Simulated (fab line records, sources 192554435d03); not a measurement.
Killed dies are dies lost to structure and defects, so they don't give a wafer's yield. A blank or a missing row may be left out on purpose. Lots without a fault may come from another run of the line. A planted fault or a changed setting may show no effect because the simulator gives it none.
Chamber matching | flow n5_finfet | N5_FIN_SAQP_ETCH_69 on rie_diel-05: 4 sister chambers
The step etches SOC in N2/H2, stops on SiNx, target depth 150 nm. 4 wafers are shown with their chamber, then 8 later ones without.

WAFERS WITH THEIR CHAMBER
wafer  | chamber | showerhead_plenum_p_Torr (Torr)
L087.1 | 3       | 2.62
L090.1 | 2       | 2.36
L090.5 | 1       | 2.48
L092.2 | 0       | 2.44

WAFERS WITHOUT THEIR CHAMBER
wafer  | showerhead_plenum_p_Torr (Torr)
L092.4 | 2.48
L092.6 | 2.61
L094.1 | 2.44
L094.5 | 2.36
L094.6 | 2.61
L096.2 | 2.48
L096.4 | 2.44
L096.6 | 2.48

WHICH CHAMBER EACH WENT THROUGH
wafer  | from the rows above | in truth
L092.4 | 1                   | 1
L092.6 | 3                   | 3
L094.1 | 0                   | 0
L094.5 | 2                   | 2
L094.6 | 3                   | 3
L096.2 | 1                   | 1
L096.4 | 0                   | 0
L096.6 | 1                   | 1
Placed correctly: 8 of 8. Can't be placed from these rows: 0. Placed wrongly: 0.
How it was worked out, from the rows above alone: a wafer's distance from a chamber is the root of the sum, over the readings, of the square of ((its reading less the chamber's mean) divided by the reading's scatter). The wafer belongs to the nearest chamber; if the next one is less than 2 further off, it can't be placed. A chamber's mean is the mean of its shown wafers. The scatter: with one shown wafer a chamber, the root of the mean of the squares of how far each hidden wafer lies from its nearest shown one.
